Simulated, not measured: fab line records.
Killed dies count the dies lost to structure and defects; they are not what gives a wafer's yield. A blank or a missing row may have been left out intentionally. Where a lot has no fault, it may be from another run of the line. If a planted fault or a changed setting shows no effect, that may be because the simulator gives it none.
fab line records -- flow n5-finfet
record: lots: 10, wafers: 30, last-day: 19
route steps=1938 shown ZERO_LAYER@16 WELL_APT@30 BEOL_M4@1111 PASSIVATION@1936
lots untouched by any fault: they come from a run of this same line in which no faults occurred
start-h: hours from the record's first day to the start of the lot's first wafer shown -- wait-h: hours from the lot's prior step to this one -- " identical to the entry in the row above -- L1.1+2: a single row standing in for several wafers -- - either no value or no given start -- * or withheld: withheld -- < > ~ a bound
route shown NAME@n: NAME is a module with steps in the file, n the number in the route of the first one -- usual: mean/standard deviation taken from wafers without a fault -- same: alike in all rows -- chamber/n: place in a boat -- sites: readings site by site -- _std_site: the standard deviation of these -- _edge_site: outer sites' mean less inner sites' -- radius-mm: for every site, how far away it sits from the centre of the wafer -- mask NAME#n: copy n -- behind: tool/chamber where the wafer was last shaped -- hold: why the lot was held/for how many hours/how that ended -- device: transistor that didn't switch, given as n, p or np -- end of line: tests run on the same wafers once the route is complete -- a step given without rows: its recipe and nothing more -- killed: dies lost to structure and defects at the first sort, not the wafer's yield -- map: dies across one wafer; x = killed, . = not, _ = none there
set.NAME: the run value of the setting; set.NAME@STEP: its run value at that earlier step -- model.NAME: the simulator's own value behind a step, which no gauge read
steps of the route over a sample of lots; a table a step, a row a wafer
services: a tool's chamber out of use, with start hour (start-h, from the record's first day; less than 0 if before it), hours out, and reason
== steps ==
step: N5_ZERO_LAYER_ETCH_18
recipe: chemistry: HBr/Cl2, target: Si, target-depth-a: 1200, time-s: 40, pressure-mtorr: 10, icp-w: 800, bias-w: 75, HBr_flow_sccm: 150, Cl2_flow_sccm: 80
usual: HBr_flow_sccm: 150.0/0.42, drypump-motor-current-A: 5.8/0.53, oes-product-au: 0.996/0.014, throttle-valve-pct: 36.2/0.32
lot.wafer,tool,chamber,start-h,wait-h,HBr_flow_sccm,drypump-motor-current-A,oes-product-au,rf-hours-counter-h,throttle-valve-pct
L861.2,rie-si-02,0,25.01,0.0,150.5,5.4,1.023,70,36.7
L861.3,rie-si-02,3,25.01,0.0,149.5,5.5,0.993,174,36.6
L861.5,rie-si-02,3,25.01,0.0,149.9,5.6,0.998,-,36.6
L863.1,rie-si-04,3,36.81,0.0,151.0,4.9,0.994,148,36.4
L863.4,rie-si-04,2,36.81,0.0,149.6,6.0,1.023,5,35.7
L863.6,rie-si-04,1,36.81,0.0,150.2,5.0,0.995,-,36.3
L864.1,rie-si-01,2,42.79,0.0,149.3,5.9,1.000,187,36.2
L864.2,rie-si-01,1,42.79,0.0,150.5,6.3,0.983,97,35.9
L864.4,rie-si-01,0,42.79,0.0,150.0,5.9,0.997,168,36.4
L865.1,rie-si-01,3,48.93,0.0,150.4,5.8,0.980,76,35.9
L865.3,rie-si-01,1,48.93,0.0,149.6,6.3,0.994,97,35.9
L865.4,rie-si-01,2,48.93,0.0,150.0,5.8,1.002,187,36.2
L870.2,rie-si-01,2,79.06,0.0,149.4,5.8,1.003,187,36.2
L870.4,rie-si-01,0,79.06,0.0,150.1,6.0,1.007,169,36.4
L870.6,rie-si-01,2,79.06,0.0,149.0,5.9,1.002,-,36.2
L876.1,rie-si-04,1,115.04,0.0,149.6,4.9,0.994,61,36.2
L876.2,rie-si-04,3,115.04,0.0,150.0,4.9,0.990,150,36.4
L876.4,rie-si-04,2,115.04,0.0,149.5,6.0,1.013,7,35.7
L877.2,rie-si-01,2,120.79,0.0,150.2,5.8,1.005,188,36.2
L877.3,rie-si-01,0,120.79,0.0,150.1,5.9,1.002,170,36.4
L877.5,rie-si-01,3,120.79,0.0,149.9,5.8,0.982,-,35.9
L880.1,rie-si-02,1,138.80,0.0,149.6,6.4,1.015,3,36.7
L880.3,rie-si-02,2,138.80,0.0,150.4,5.8,0.979,103,36.7
L880.4,rie-si-02,3,138.80,0.0,149.9,5.5,0.993,176,36.6
L881.1,rie-si-04,3,144.91,0.0,150.3,4.9,0.992,150,36.4
L881.3,rie-si-04,2,144.91,0.0,149.7,6.0,1.022,8,35.7
L881.4,rie-si-04,0,144.91,0.0,149.8,6.4,0.974,10,35.9
L882.1,rie-si-01,2,151.37,0.0,150.4,5.9,1.004,188,36.2
L882.3,rie-si-01,3,151.37,0.0,150.3,5.8,0.981,78,35.9
L882.6,rie-si-01,2,151.37,0.0,150.2,5.9,0.998,-,36.2
step: N5_WELL_APT_INSPECT_10
recipe: mode: adi, inspect-instrument: macro
usual: raw-defect-count: 2.2/1.6
lot.wafer,tool,chamber,start-h,wait-h,raw-defect-count
L861.2,defect-inspect-01,-,26.01,0.0,1
L861.3,defect-inspect-01,-,26.01,0.0,5
L861.5,defect-inspect-01,-,26.01,0.0,4
L863.1,defect-inspect-02,-,37.64,0.0,2
L863.4,defect-inspect-02,-,37.64,0.0,2
L863.6,defect-inspect-02,-,37.64,0.0,3
L864.1,defect-inspect-02,-,43.74,0.0,2
L864.2,defect-inspect-02,-,43.74,0.0,4
L864.4,defect-inspect-02,-,43.74,0.0,1
L865.1,defect-inspect-02,-,49.78,0.0,0
L865.3,defect-inspect-02,-,49.78,0.0,0
L865.4,defect-inspect-02,-,49.78,0.0,2
L870.2,defect-inspect-01,-,80.01,0.0,3
L870.4,defect-inspect-01,-,80.01,0.0,3
L870.6,defect-inspect-01,-,80.01,0.0,4
L876.1,defect-inspect-01,-,115.99,0.0,3
L876.2,defect-inspect-01,-,115.99,0.0,1
L876.4,defect-inspect-01,-,115.99,0.0,1
L877.2,defect-inspect-02,-,121.61,0.0,0
L877.3,defect-inspect-02,-,121.61,0.0,1
L877.5,defect-inspect-02,-,121.61,0.0,1
L880.1,defect-inspect-01,-,139.65,0.0,4
L880.3,defect-inspect-01,-,139.65,0.0,1
L880.4,defect-inspect-01,-,139.65,0.0,0
L881.1,defect-inspect-02,-,145.92,0.0,1
L881.3,defect-inspect-02,-,145.92,0.0,3
L881.4,defect-inspect-02,-,145.92,0.0,2
L882.1,defect-inspect-01,-,152.44,0.0,3
L882.3,defect-inspect-01,-,152.44,0.0,3
L882.6,defect-inspect-01,-,152.44,0.0,2
step: N5_WELL_APT_DESCUM_30
recipe: chemistry: O2, time-s: 7.9, source-power-w: 50, bias-power-w: 20, pressure-mtorr: 20, rf-frequency-hz: 2.712e+07, temp-c: 40, o2-flow-sccm: 225
usual: drypump-motor-current-A: 5.7/0.41, oes-product-au: 0.78/0.11, rf-vpp-V: 242.8/1.7, showerhead-plenum-p-Torr: 2.08/0.092, throttle-valve-pct: 20.49/0.24
lot.wafer,tool,chamber,start-h,wait-h,drypump-motor-current-A,oes-product-au,rf-hours-counter-h,rf-vpp-V,showerhead-plenum-p-Torr,throttle-valve-pct
L861.2,rie-diel-05,3,27.18,0.0,5.5,0.72,187,244.8,2.17,20.55
L861.3,rie-diel-05,2,27.18,0.0,5.7,0.97,2,245.2,2.25,20.36
L861.5,rie-diel-05,2,27.18,0.0,5.6,0.97,-,246.8,2.25,20.35
L863.1,rie-diel-01,2,39.11,0.1,5.1,0.69,227,243.8,2.05,20.36
L863.4,rie-diel-01,3,39.11,0.1,6.5,0.68,236,242.4,1.99,21.03
L863.6,rie-diel-01,2,39.11,0.1,5.1,0.69,-,243.0,2.05,20.35
L864.1,rie-diel-01,3,45.40,0.3,6.5,0.68,238,241.4,1.99,21.02
L864.2,rie-diel-01,1,45.40,0.3,5.8,1.00,5,243.6,2.08,20.33
L864.4,rie-diel-01,0,45.40,0.3,5.7,0.69,229,241.7,2.05,20.57
L865.1,rie-diel-05,2,51.32,0.3,5.7,0.93,10,245.2,2.25,20.35
L865.3,rie-diel-05,1,51.32,0.3,5.6,0.68,225,241.5,2.06,20.61
L865.4,rie-diel-05,3,51.32,0.3,5.5,0.71,195,243.8,2.16,20.56
L870.2,rie-diel-03,0,81.20,0.0,5.6,0.70,232,241.4,1.97,20.22
L870.4,rie-diel-03,3,81.20,0.0,6.5,0.74,150,242.1,2.10,20.30
L870.6,rie-diel-03,3,81.20,0.0,6.5,0.74,-,242.4,2.10,20.31
L876.1,rie-diel-01,2,117.15,0.0,5.1,0.68,255,243.5,2.04,20.39
L876.2,rie-diel-01,1,117.15,0.0,5.8,0.92,33,241.3,2.07,20.37
L876.4,rie-diel-01,3,117.15,0.0,6.5,0.95,-,245.7,2.25,20.66
L877.2,rie-diel-05,3,122.80,0.0,5.5,0.70,219,245.9,2.16,20.59
L877.3,rie-diel-05,2,122.80,0.0,5.7,0.89,32,244.5,2.24,20.40
L877.5,rie-diel-05,3,122.80,0.0,5.5,0.70,-,244.3,2.16,20.59
L880.1,rie-diel-01,3,141.37,0.0,6.5,0.92,18,245.4,2.24,20.67
L880.3,rie-diel-01,1,141.37,0.0,5.8,0.90,44,241.8,2.07,20.38
L880.4,rie-diel-01,2,141.37,0.0,5.1,0.97,1,242.0,2.04,20.00
L881.1,rie-diel-05,0,147.33,0.1,5.5,0.80,107,242.0,1.95,20.79
L881.3,rie-diel-05,3,147.33,0.1,5.5,0.70,229,244.6,2.15,20.62
L881.4,rie-diel-05,0,147.33,0.1,5.5,0.79,-,240.0,1.95,20.80
L882.1,rie-diel-01,0,154.01,0.3,5.6,0.90,13,241.3,2.04,20.24
L882.3,rie-diel-01,3,154.01,0.3,6.5,0.90,22,245.1,2.24,20.69
L882.6,rie-diel-01,2,154.01,0.3,5.1,0.96,-,242.9,2.04,19.99
step: N5_WELL_APT_STRIP_33
recipe: chemistry: SPM, time-s: 900, temp-c: 130, h2so4-h2o2-vol-ratio: 4, dry: ipa-marangoni
usual: bath-guard-temp-C: 130.1/0.45, bath-heat-duty-pct: 15.0/1.9
lot.wafer,tool,chamber,start-h,wait-h,bath-guard-temp-C,bath-heat-duty-pct
L861.2,wet-bench-02,4,27.66,0.1,130.1,12.8
L861.3,wet-bench-02,5,27.66,0.1,129.4,17.0
L861.5,wet-bench-02,3,27.66,0.1,130.1,15.4
L863.1,wet-bench-01,4,39.59,0.2,130.2,15.2
L863.4,wet-bench-01,0,39.59,0.2,130.8,12.4
L863.6,wet-bench-01,5,39.59,0.2,130.4,19.0
L864.1,wet-bench-02,3,45.89,0.2,129.9,17.7
L864.2,wet-bench-02,7,45.89,0.2,130.5,15.0
L864.4,wet-bench-02,2,45.89,0.2,130.2,14.2
L865.1,wet-bench-02,0,51.81,0.2,130.3,17.2
L865.3,wet-bench-02,2,51.81,0.2,130.2,14.0
L865.4,wet-bench-02,3,51.81,0.2,129.4,18.3
L870.2,wet-bench-01,4,81.69,0.1,130.3,14.4
L870.4,wet-bench-01,1,81.69,0.1,129.5,13.3
L870.6,wet-bench-01,0,81.69,0.1,130.2,11.9
L876.1,wet-bench-03,2,117.63,0.2,-,-
L876.2,wet-bench-03,1,117.63,0.2,-,-
L876.4,wet-bench-03,5,117.63,0.2,-,-
L877.2,wet-bench-02,6,123.28,0.1,-,-
L877.3,wet-bench-02,0,123.28,0.1,-,-
L877.5,wet-bench-02,7,123.28,0.1,-,-
L880.1,wet-bench-02,3,141.86,0.2,130.1,17.1
L880.3,wet-bench-02,5,141.86,0.2,129.8,18.6
L880.4,wet-bench-02,7,141.86,0.2,130.5,14.8
L881.1,wet-bench-03,5,147.82,0.2,129.5,14.3
L881.3,wet-bench-03,4,147.82,0.2,130.0,11.9
L881.4,wet-bench-03,0,147.82,0.2,129.9,15.5
L882.1,wet-bench-01,2,154.50,0.2,130.0,15.8
L882.3,wet-bench-01,1,154.50,0.2,129.3,12.7
L882.6,wet-bench-01,4,154.50,0.2,130.5,16.8
step: N5_WELL_APT_INSPECT_38
recipe: inspect-instrument: darkfield, mode: post-epi
usual: raw-defect-count: 12/4.7
lot.wafer,tool,chamber,start-h,wait-h,raw-defect-count
L861.2,defect-inspect-02,-,29.38,0.7,19
L861.3,defect-inspect-02,-,29.38,0.7,15
L861.5,defect-inspect-02,-,29.38,0.7,15
L863.1,defect-inspect-02,-,40.75,0.5,26
L863.4,defect-inspect-02,-,40.75,0.5,17
L863.6,defect-inspect-02,-,40.75,0.5,11
L864.1,defect-inspect-02,-,47.86,1.2,22
L864.2,defect-inspect-02,-,47.86,1.2,13
L864.4,defect-inspect-02,-,47.86,1.2,10
L865.1,defect-inspect-02,-,53.43,0.9,6
L865.3,defect-inspect-02,-,53.43,0.9,6
L865.4,defect-inspect-02,-,53.43,0.9,13
L870.2,defect-inspect-01,-,84.65,0.6,12
L870.4,defect-inspect-01,-,84.65,0.6,12
L870.6,defect-inspect-01,-,84.65,0.6,15
L876.1,defect-inspect-02,-,118.98,0.7,4894
L876.2,defect-inspect-02,-,118.98,0.7,4895
L876.4,defect-inspect-02,-,118.98,0.7,4854
L877.2,defect-inspect-01,-,124.90,0.7,4838
L877.3,defect-inspect-01,-,124.90,0.7,4878
L877.5,defect-inspect-01,-,124.90,0.7,4777
L880.1,defect-inspect-02,-,143.01,0.5,16
L880.3,defect-inspect-02,-,143.01,0.5,11
L880.4,defect-inspect-02,-,143.01,0.5,20
L881.1,defect-inspect-01,-,149.17,0.7,11
L881.3,defect-inspect-01,-,149.17,0.7,14
L881.4,defect-inspect-01,-,149.17,0.7,9
L882.1,defect-inspect-02,-,156.08,0.7,15
L882.3,defect-inspect-02,-,156.08,0.7,9
L882.6,defect-inspect-02,-,156.08,0.7,6
step: N5_BEOL_M4_RC_MEAS_101
usual: DIBL_N: 36.1/1.6, DIBL_P: 35.8/2, IOFF_N: 0.157/0.029, IOFF_P: 0.21/0.034, ION_N: 677/13, ION_P: 465/8.1, SS_N: 71.3/0.61, SS_P: 73.2/0.65, VT_N: 249/3.3, VT_P: -250/3.2
lot.wafer,tool,chamber,start-h,wait-h,DIBL_N[mV/V],DIBL_P[mV/V],IOFF_N[nA/um],IOFF_P[nA/um],ION_N[uA/um],ION_P[uA/um],SS_N[mV/dec],SS_P[mV/dec],VT_N[mV],VT_P[mV]
L861.2,prober-02,0,211.29,0.2,40.0,39.3,0.244,0.29,701,475,72.2,74.9,244,-246
L861.3,prober-02,0,211.29,0.2,35.2,33.5,0.147,0.18,679,459,70.7,73.0,249,-251
L861.5,prober-02,0,211.29,0.2,35.3,33.8,0.142,0.19,672,459,71.1,73.3,251,-251
L863.1,prober-01,0,229.16,0.0,36.8,34.7,0.162,0.22,686,473,71.3,73.4,246,-247
L863.4,prober-01,0,229.16,0.0,36.6,35.0,0.168,0.23,684,465,71.1,73.3,245,-246
L863.6,prober-01,0,229.16,0.0,37.4,35.3,0.169,0.23,670,464,71.2,72.9,247,-248
L864.1,prober-02,0,232.10,0.0,36.2,36.1,0.169,0.23,684,462,71.8,73.3,250,-249
L864.2,prober-02,0,232.10,0.0,38.4,37.5,0.224,0.26,684,466,72.4,74.9,246,-246
L864.4,prober-02,0,232.10,0.0,38.0,37.2,0.212,0.26,685,470,72.3,74.6,244,-248
L865.1,prober-01,0,240.27,0.0,34.5,34.7,0.136,0.18,683,459,70.8,73.2,250,-252
L865.3,prober-01,0,240.27,0.0,35.3,34.3,0.138,0.16,655,444,71.7,73.0,251,-254
L865.4,prober-01,0,240.27,0.0,35.4,34.9,0.137,0.17,667,452,71.6,72.5,249,-254
L870.2,prober-02,0,252.06,0.2,34.5,35.2,0.138,0.19,680,469,71.0,72.1,252,-249
L870.4,prober-02,0,252.06,0.2,36.2,36.6,0.164,0.21,684,470,71.9,73.2,245,-251
L870.6,prober-02,0,252.06,0.2,36.2,37.0,0.176,0.23,688,476,71.5,72.6,245,-247
L880.1,prober-02,0,321.63,0.0,36.3,36.8,0.149,0.21,681,467,71.3,72.9,248,-253
L880.3,prober-02,0,321.63,0.0,34.6,35.0,0.125,0.17,665,463,71.1,73.0,251,-256
L880.4,prober-02,0,321.63,0.0,37.7,38.3,0.171,0.22,680,469,71.8,73.6,250,-250
L881.1,prober-02,0,325.05,0.0,37.0,38.1,0.190,0.24,696,478,70.9,74.2,244,-249
L881.3,prober-02,0,325.05,0.0,38.2,39.0,0.210,0.25,696,474,71.6,73.7,242,-248
L881.4,prober-02,0,325.05,0.0,36.7,37.3,0.182,0.23,685,468,71.7,73.2,248,-246
L882.1,prober-02,0,342.88,0.0,37.4,38.5,0.181,0.25,683,464,72.0,73.1,248,-249
L882.3,prober-02,0,342.88,0.0,37.5,37.4,0.181,0.24,694,476,72.1,73.9,246,-248
L882.6,prober-02,0,342.88,0.0,36.9,37.8,0.172,0.24,696,480,71.8,73.8,249,-249
step: N5_PASSIVATION_PROBE_49
usual: killed_at_M0_to_M3: 33/11, killed_at_M4_up: 14/5, killed-at-contacts: 11/7.3, killed-at-front-end: 43/12, killed-at-other: 4/3.1, killed-dies: 106/17, killed-on-rim: 14/3.8, killed-open: 69/13, killed-short: 34/8.7
same: gross-dies: 1180, killed-at-back-side: 0
lot.wafer,tool,chamber,start-h,wait-h,killed_at_M0_to_M3,killed_at_M4_up,killed-at-contacts,killed-at-front-end,killed-at-other,killed-dies,killed-on-rim,killed-open,killed-short
L870.6,prober-02,-,357.56,0.3,41,18,7,64,3,133,16,83,47
L877.2,prober-01,-,424.99,0.1,28,10,10,1130,2,1180,152,64,26
L877.3,prober-01,-,425.04,0.1,17,7,10,1145,1,1180,152,47,23
L877.5,prober-01,-,425.14,0.2,24,12,20,1122,2,1180,152,61,28
L876.1,prober-02,-,425.35,0.0,27,18,19,1115,1,1180,152,87,38
L876.2,prober-02,-,425.40,0.1,52,16,9,1099,4,1180,152,77,46
L876.4,prober-02,-,425.50,0.2,21,19,15,1118,7,1180,152,67,29
killed by level:class
L870.6 FIN_SAQP:geometric-particle:short=20 BEOL_M0_SAQP:geometric-particle:open=12 FIN_SAQP:geometric-particle:open=10 BEOL_M2:geometric-particle:open=10 BEOL_M4:geometric-particle:open=9 DUMMY_GATE:geometric-particle:open=6 GATE_CUT:geometric-particle:short=5 MOL_CONTACT_COAG:geometric-particle:open=5
L877.2 WELL_APT:area-rta=1088 FIN_SAQP:geometric-particle:open=10 MOL_CONTACT_COAG:geometric-particle:open=8 BEOL_M0_SAQP:geometric-particle:open=8 FIN_SAQP:geometric-particle:short=7 STI_FIN_REVEAL:geometric-particle:open=7 BEOL_M0:geometric-particle:open=6 BEOL_M0_SAQP:geometric-particle:short=6
L877.3 WELL_APT:area-rta=1106 FIN_SAQP:geometric-particle:short=13 FIN_SAQP:geometric-particle:open=10 MOL_CONTACT_COAG:geometric-particle:open=10 BEOL_M2:geometric-particle:open=8 DUMMY_GATE:geometric-particle:open=5 BEOL_M0_SAQP:geometric-particle:open=3 STI_FIN_REVEAL:geometric-particle:open=2
L877.5 WELL_APT:area-rta=1090 MOL_CONTACT_COAG:geometric-particle:open=18 BEOL_M3:geometric-particle:open=11 STI_FIN_REVEAL:geometric-particle:open=7 STI_FIN_REVEAL:geometric-particle:short=6 BEOL_M0_SAQP:geometric-particle:short=4 BEOL_M5:geometric-particle:open=4 FIN_SAQP:geometric-particle:open=3
L876.1 WELL_APT:area-rta=1054 MOL_CONTACT_COAG:geometric-particle:open=19 FIN_SAQP:geometric-particle:open=17 FIN_SAQP:geometric-particle:short=14 BEOL_M5:geometric-particle:open=7 DUMMY_GATE:geometric-particle:open=6 BEOL_M3:geometric-particle:short=5 STI_FIN_REVEAL:geometric-particle:open=5
L876.2 WELL_APT:area-rta=1056 BEOL_M1:geometric-particle:open=15 STI_FIN_REVEAL:geometric-particle:open=13 BEOL_M0_SAQP:geometric-particle:short=12 BEOL_M3:geometric-particle:open=12 GATE_CUT:geometric-particle:short=10 MOL_CONTACT_COAG:geometric-particle:open=8 BEOL_M5:geometric-particle:open=8
L876.4 WELL_APT:area-rta=1083 MOL_CONTACT_COAG:geometric-particle:open=12 STI_FIN_REVEAL:geometric-particle:open=10 BEOL_M3:geometric-particle:open=6 BEOL_M4:geometric-particle:open=6 BEOL_M0_SAQP:geometric-particle:short=5 MIM_TOP:geometric-particle:open=5 FIN_SAQP:geometric-particle:short=4
== services ==
tool,chamber,start-h,hours,kind
rie-diel-01,1,6.89,-,clean
rie-diel-01,1,6.89,-,consumable-replace:focus-ring
rie-diel-01,1,6.89,21.5,scheduled-down
rie-diel-01,1,6.89,21.5,vent-cycle
rie-diel-05,-,44.27,2.8,pm
rie-diel-03,2,54.26,1.3,repair
rie-diel-01,2,61.20,4.2,repair
rie-diel-01,3,80.59,-,clean
rie-diel-01,3,80.59,-,consumable-replace:focus-ring
rie-diel-01,3,80.59,-,consumable-replace:showerhead
rie-diel-01,3,80.59,19.0,scheduled-down
rie-diel-01,3,80.59,19.0,vent-cycle
wet-bench-01,-,89.02,0.7,repair
rie-si-01,-,102.54,0.1,repair
rie-diel-01,0,102.87,-,clean
rie-diel-01,0,102.87,-,consumable-replace:focus-ring
rie-diel-01,0,102.87,18.1,scheduled-down
rie-diel-01,0,102.87,18.1,vent-cycle
rie-si-01,-,118.19,2.1,repair
rie-diel-01,2,121.01,-,clean
rie-diel-01,2,121.01,-,consumable-replace:focus-ring
rie-si-01,2,139.50,6.2,repair
rie-si-04,0,151.27,7.4,repair
rie-si-01,3,154.02,22.7,repair
== key ==
first-sign: step: N5_WELL_APT_STRIP_33, reading: tool-record, direction: missing
effect: step: N5_WELL_APT_INSPECT_38, reading: raw-defect-count, direction: up, sigmas: 99+, usual: 12, struck: 4856
effect: step: N5_PASSIVATION_PROBE_49, reading: killed-at-front-end, direction: up, sigmas: 92, usual: 43, struck: 1122
more-kills-born-at: N5_WELL_APT_RTA_34@rtp-anneal-01: 3284, N5_WELL_APT_RTA_34@rtp-anneal-02: 3193
met-at N5_WELL_APT_STRIP_33
struck-lots L876,L877
later-rows-left-out L876.1,L876.2,L876.4,L877.2,L877.3,L877.5
tester-left-out L876,L877
not-acting-at N5_ZERO_LAYER_ETCH_18,N5_WELL_APT_INSPECT_10,N5_WELL_APT_DESCUM_30
onset-between 51.81 117.63
fault: kind: skipped-step-whole, tool: wet-bench-02,wet-bench-03, chamber: -, onset-h: 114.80, steps: N5_WELL_APT_STRIP_33, scope: struck-lots-only
tester-left-out: of these lots the tester's yield and bins aren't shown, on N5 and GAA mostly nor the transistor test; their killed dies are dies lost to structure and defects alone, not to doping, threshold or leakage, so they don't give the yield
later-rows-left-out: the simulator's readings of these wafers behind a module that went badly wrong aren't trusted and aren't shown, but for the sort
